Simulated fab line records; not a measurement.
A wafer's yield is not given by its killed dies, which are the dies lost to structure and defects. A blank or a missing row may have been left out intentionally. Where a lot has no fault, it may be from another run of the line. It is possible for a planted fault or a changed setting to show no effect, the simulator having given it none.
Which tool is to blame? -- flow nand harc -- 24 lots, 72 wafers sampled, at 6 steps of a route of 1302

## WHAT EACH GAUGE READ, for each wafer
NHARC_A_CONTACT_CD_MEAS_53.
lot,measured,on,cd nm (nm)
L074,day 21 19:59,cd sem-03,289.3 289.5 289.9
L075,day 21 21:44,cd sem-03,289.6 289.4 289.9
L077,day 22 17:07,cd sem-02,288.4 289.2 288.9
L076,day 22 18:45,cd sem-02,289.9 289.3 290.0
L078,day 23 01:05,cd sem-01,289.9 289.8 288.9
L079,day 23 08:25,cd sem-02,289.8 289.9 289.6
L080,day 24 03:31,cd sem-01,288.7 288.9 288.9
L081,day 24 03:44,cd sem-03,288.9 288.8 289.3
L082,day 24 20:31,cd sem-02,288.3 288.6 288.3
L083,day 25 09:01,cd sem-01,289.7 290.0 289.6
L084,day 26 02:35,cd sem-02,289.9 290.3 290.2
L085,day 26 07:58,cd sem-01,288.8 289.1 289.4
L086,day 26 08:16,cd sem-03,289.8 289.5 289.3
L087,day 26 22:47,cd sem-01,289.9 290.5 290.5
L089,day 27 11:55,cd sem-02,289.4 289.1 289.2
L088,day 27 20:52,cd sem-03,289.9 289.7 290.4
L091,day 28 09:10,cd sem-01,287.8 288.2 288.6
L090,day 28 19:58,cd sem-02,288.6 289.1 288.7
L092,day 29 06:07,cd sem-01,289.9 289.9 289.9
L095,day 29 19:44,cd sem-02,288.6 288.2 289.0
L094,day 30 02:23,cd sem-01,288.8 289.0 289.2
L093,day 30 02:44,cd sem-03,289.9 290.2 289.9
L096,day 30 08:19,cd sem-03,289.3 289.2 289.4
L097,day 31 04:37,cd sem-03,289.4 289.4 289.4

NHARC_A_CONTACT_OVL_MEAS_70.
lot,measured,on,overlay x nm (nm),overlay y nm (nm)
L074,day 22 01:05,overlay-01,-0.7 -0.6 0.0,0.2 0.1 0.1
L075,day 22 02:45,overlay-01,0.5 0.1 -0.1,1.1 1.0 1.5
L077,day 22 23:04,overlay-02,1.4 1.2 0.6,0.2 0.5 0.3
L076,day 22 23:42,overlay-01,-0.6 -1.0 -0.9,0.4 1.4 0.8
L078,day 23 06:32,overlay-02,-1.6 -1.2 -0.7,1.0 0.8 1.3
L079,day 23 15:01,overlay-02,-1.9 -0.9 -1.0,-0.8 -0.9 -0.8
L080,day 24 08:49,overlay-02,0.5 1.0 1.1,-0.5 0.6 -0.1
L081,day 24 10:13,overlay-01,0.6 1.3 0.7,0.2 -0.4 0.4
L082,day 25 02:34,overlay-01,0.5 0.5 -0.7,-0.2 0.1 -0.2
L083,day 25 14:27,overlay-02,0.4 0.4 0.3,-0.2 -0.3 -0.4
L084,day 26 07:40,overlay-01,0.3 -0.2 -0.1,-0.4 -0.1 -0.3
L085,day 26 12:50,overlay-01,-0.4 0.0 -0.4,0.3 -0.2 -0.3
L086,day 26 13:20,overlay-02,-0.5 -0.5 0.0,1.2 1.0 0.7
L087,day 27 05:20,overlay-02,-0.7 -0.6 -1.0,-0.4 -0.3 -0.3
L089,day 27 17:00,overlay-02,-1.6 -1.0 -0.6,0.7 -0.2 0.4
L088,day 28 05:27,overlay-01,-1.4 -1.1 -1.6,-0.2 -0.1 -0.7
L091,day 28 14:01,overlay-02,-0.1 0.0 0.7,0.6 0.8 1.1
L090,day 29 02:43,overlay-02,0.5 -0.6 -0.4,0.9 1.2 1.1
L092,day 29 17:40,overlay-02,0.8 0.9 0.7,-0.7 -0.8 -0.7
L095,day 30 01:49,overlay-02,2.1 2.0 2.7,-1.1 -0.7 -0.5
L094,day 30 07:31,overlay-01,1.1 0.9 1.1,0.2 -0.2 -0.4
L093,day 30 08:07,overlay-01,-1.3 -1.6 -1.3,1.1 1.3 0.8
L096,day 30 14:31,overlay-01,-0.4 -0.2 -0.1,-0.1 0.2 -0.4
L097,day 31 09:44,overlay-02,-1.2 -0.9 -0.8,-0.2 -0.7 -0.2

NHARC_A_CONTACT_CD_MEAS_08: target cd 200 nm.
lot,measured,on,cd nm (nm)
L074,day 22 11:59,cd sem-03,199.3 199.9 199.3
L075,day 22 13:14,cd sem-01,200.4 200.4 199.9
L077,day 23 07:29,cd sem-01,199.2 199.3 199.9
L076,day 23 08:15,cd sem-03,199.1 199.3 199.7
L078,day 23 14:28,cd sem-03,200.1 200.3 199.8
L079,day 23 23:53,cd sem-03,199.9 199.4 199.6
L080,day 24 19:33,cd sem-02,200.1 199.8 200.0
L081,day 24 20:48,cd sem-02,200.1 200.1 199.9
L082,day 25 10:54,cd sem-01,199.9 199.8 199.5
L083,day 25 22:20,cd sem-02,199.4 199.2 199.6
L084,day 26 21:56,cd sem-02,200.4 200.4 200.5
L085,day 26 23:40,cd sem-01,199.8 199.8 200.3
L086,day 27 01:28,cd sem-02,200.4 199.8 199.9
L087,day 27 12:55,cd sem-02,199.4 199.6 198.8
L089,day 28 06:58,cd sem-03,199.9 199.5 200.1
L088,day 28 15:50,cd sem-01,200.0 199.6 199.6
L091,day 28 21:34,cd sem-03,199.5 199.7 199.5
L090,day 29 16:49,cd sem-02,200.5 199.9 200.1
L092,day 30 02:25,cd sem-02,199.8 199.8 199.8
L095,day 30 11:12,cd sem-02,199.9 200.1 200.0
L094,day 30 15:23,cd sem-02,199.7 198.8 199.5
L093,day 30 16:07,cd sem-01,200.5 199.9 200.5
L096,day 30 23:34,cd sem-01,199.3 199.8 200.0
L097,day 31 22:05,cd sem-01,200.8 200.5 200.2

NHARC_A_CONTACT_OVL_MEAS_09.
lot,measured,on,overlay x nm (nm),overlay y nm (nm)
L074,day 22 12:05,overlay-01,0.3 0.2 0.2,-0.5 -0.6 -0.5
L075,day 22 13:19,overlay-01,0.3 0.9 0.2,-1.5 -1.3 -1.2
L077,day 23 07:35,overlay-02,0.2 0.3 -0.1,0.9 0.6 1.0
L076,day 23 08:20,overlay-02,-0.8 -0.2 -0.6,-0.8 0.0 -0.3
L078,day 23 14:32,overlay-02,0.2 -0.1 0.2,0.4 -0.1 0.3
L079,day 23 23:58,overlay-01,1.6 1.1 0.8,0.0 -0.1 -0.5
L080,day 24 19:38,overlay-02,-0.6 -0.6 -1.0,-0.5 -1.1 -1.0
L081,day 24 20:53,overlay-02,1.2 0.5 0.7,0.4 1.1 0.8
L082,day 25 10:59,overlay-01,1.5 0.7 1.7,-0.5 -0.9 -0.4
L083,day 25 22:25,overlay-02,-0.4 -0.8 -1.2,0.5 0.2 0.0
L084,day 26 22:02,overlay-01,-0.1 -0.7 -0.2,-0.7 0.0 -0.4
L085,day 26 23:45,overlay-02,0.3 0.7 0.4,1.4 0.7 1.6
L086,day 27 01:33,overlay-01,-2.1 -2.1 -1.7,1.9 2.1 2.0
L087,day 27 13:00,overlay-02,1.5 1.5 1.1,-0.7 -0.7 -0.3
L089,day 28 07:02,overlay-01,0.3 -0.5 0.4,0.8 0.4 1.1
L088,day 28 15:55,overlay-02,0.3 1.1 1.1,-1.0 -0.9 -0.8
L091,day 28 21:39,overlay-01,0.1 0.1 0.6,0.5 0.5 0.6
L090,day 29 16:53,overlay-02,0.6 0.4 0.0,-0.8 -0.6 -0.8
L092,day 30 02:31,overlay-01,1.7 1.3 1.8,0.6 0.8 0.8
L095,day 30 11:17,overlay-01,-0.5 -0.3 -0.6,-1.4 -1.9 -2.0
L094,day 30 15:29,overlay-02,-0.3 -0.2 -0.2,-1.3 -1.0 -1.1
L093,day 30 16:13,overlay-01,-0.3 0.2 -0.3,0.9 0.2 0.6
L096,day 30 23:38,overlay-02,0.8 1.2 0.9,-0.7 -0.5 -0.9
L097,day 31 22:11,overlay-01,-0.2 -0.1 -0.3,-0.4 -0.5 -0.1

## WHICH TOOL RAN EACH LOT (tool, then ch and the chambers of the sampled wafers, then the start)
lot,NHARC_A_CONTACT_ETCH_96,NHARC_A_CONTACT_ETCH_133
L074,"rie diel-01 ch 1,2,3, day 21 19:59 or earlier","har cap etch-03 ch 0,1, day 22 04:20"
L075,"rie diel-03 ch 1,2, day 21 21:44 or earlier","har cap etch-02 ch 1, day 22 06:05"
L077,"rie diel-01 ch 1,2, day 22 17:07 or earlier","har cap etch-03 ch 0,1, day 23 02:19"
L076,"rie diel-01 ch 0,2,3, day 22 18:45 or earlier","har cap etch-01 ch 0,1, day 23 03:07"
L078,"rie diel-03 ch 1,2, day 23 01:05 or earlier","har cap etch-03 ch 0,1, day 23 10:05"
L079,"rie diel-01 ch 1,2,3, day 23 08:25 or earlier","har cap etch-03 ch 0,1, day 23 19:09"
L080,"rie diel-03 ch 0,2, day 24 03:31 or earlier","har cap etch-03 ch 0,1, day 24 12:08"
L081,"rie diel-03 ch 0,1,2, day 24 03:44 or earlier","har cap etch-02 ch 0, day 24 13:32"
L082,"rie diel-10 ch 1,2,3, day 24 20:31 or earlier","har cap etch-01 ch 0,1, day 25 05:49"
L083,"rie diel-03 ch 2,3, day 25 09:01 or earlier","har cap etch-01 ch 0,1, day 25 17:53"
L084,"rie diel-01 ch 1,3, day 26 02:35 or earlier","har cap etch-03 ch 0,1, day 26 10:55"
L085,"rie diel-03 ch 0,3, day 26 07:58 or earlier","har cap etch-01 ch 0, day 26 16:10"
L086,"rie diel-01 ch 0,2,3, day 26 08:16 or earlier","har cap etch-02 ch 0,1, day 26 16:35"
L087,"rie diel-10 ch 1,2,3, day 26 22:47 or earlier","har cap etch-01 ch 0,1, day 27 08:48"
L089,"rie diel-01 ch 2,3, day 27 11:55 or earlier","har cap etch-02 ch 0,1, day 27 20:40"
L088,"rie diel-10 ch 1,2,3, day 27 20:52 or earlier","har cap etch-01 ch 0,1, day 28 09:15"
L091,"rie diel-03 ch 1,3, day 28 09:10 or earlier","har cap etch-03 ch 0,1, day 28 17:15"
L090,"rie diel-03 ch 0,1,2, day 28 19:58 or earlier","har cap etch-02 ch 0,1, day 29 05:58"
L092,"rie diel-03 ch 0,1,2, day 29 06:07 or earlier","har cap etch-02 ch 0,1, day 29 21:08"
L095,"rie diel-03 ch 0,1,2, day 29 19:39","har cap etch-02 ch 0,1, day 30 05:22"
L094,"rie diel-10 ch 1,2, day 30 02:23 or earlier","har cap etch-03 ch 0, day 30 10:46"
L093,"rie diel-10 ch 0,1,3, day 30 02:44 or earlier","har cap etch-02 ch 0,1, day 30 11:26"
L096,"rie diel-03 ch 1,3, day 30 08:19 or earlier","har cap etch-03 ch 0,1, day 30 17:57"
L097,"rie diel-10 ch 0,2,3, day 31 04:37 or earlier","har cap etch-03 ch 0,1, day 31 13:18"
- NHARC_A_CONTACT_ETCH_96: etches the open film in C4F6/O2, target depth 20 nm, time 10 s.
- NHARC_A_CONTACT_ETCH_133: etches the open film in C4F8/O2/Ar, time 374 s, target depth 1610 nm.

## AS READ BY THE TOOLS THEMSELVES (means over the sampled wafers that have a number; for cases with no such wafer, the mark the record gives instead)
NHARC_A_CONTACT_ETCH_96.
lot,tool,drypump motor current A (A),mfc ar sccm (sccm),oes product au (a.u.),rf vpp V (V),showerhead plenum p Torr (Torr),throttle valve pct (%)
L074,rie diel-01,5.9,500.9,0.957,549,4.02,26.897
L075,rie diel-03,6.2,500.3,0.976,548,3.98,26.906
L077,rie diel-01,5.7,500.0,0.964,549,4.00,26.900
L076,rie diel-01,5.6,500.0,0.965,548,3.95,26.906
L078,rie diel-03,6.2,499.5,0.931,548,3.97,26.905
L079,rie diel-01,5.9,500.6,0.961,548,4.01,26.906
L080,rie diel-03,5.9,500.1,0.969,542,3.68,26.913
L081,rie diel-03,6.0,500.2,0.996,545,3.83,26.900
L082,rie diel-10,6.1,499.6,0.942,547,3.95,26.903
L083,rie diel-03,6.0,499.7,0.998,545,3.81,26.907
L084,rie diel-01,6.0,500.3,0.999,549,4.01,26.900
L085,rie diel-03,5.9,498.1,0.992,545,3.83,26.913
L086,rie diel-01,5.6,499.9,1.010,547,3.94,26.909
L087,rie diel-10,6.0,498.4,0.999,547,3.94,26.897
L089,rie diel-01,5.8,500.0,1.005,547,3.93,26.904
L088,rie diel-10,6.1,500.0,1.004,547,3.93,26.896
L091,rie diel-03,6.2,499.7,0.954,550,4.10,26.902
L090,rie diel-03,6.0,498.1,0.999,544,3.82,26.908
L092,rie diel-03,6.0,501.0,0.993,545,3.82,26.899
L095,rie diel-03,6.0,499.7,0.947,544,3.82,26.907
L094,rie diel-10,6.1,499.6,0.955,549,4.03,26.892
L093,rie diel-10,5.8,499.9,0.956,546,3.87,26.910
L096,rie diel-03,6.3,498.1,0.996,550,4.09,26.905
L097,rie diel-10,5.6,500.2,0.956,546,3.90,26.913

## THE ANSWER, worked out from the rows above alone
Rule: usual is defined by the lots themselves. Put in order of their means at a reading, lots are off if they are a third of the lots or fewer, leave a main group of 4 or more, and stand apart from it by a gap of 3 or more times the standard deviation of the main group's means; of several such gaps the widest counts. If all means in a main group match to the digits the tables above print for the reading, that group is not used. A lot without any number at a reading at which 4 lots or more have one is off too. The other lots that the step has rows for count as sound. After the gauges, taken in route order, come the tools' own readings; for these a lot's mean is taken, as printed above. The first step at which some lot is off is used, and at that step the reading that is off furthest; a lot without a number counts as furthest.
Across all readings shown, no lot is off: no conclusion can be drawn from this.

## WHAT THE SIMULATOR PUT IN
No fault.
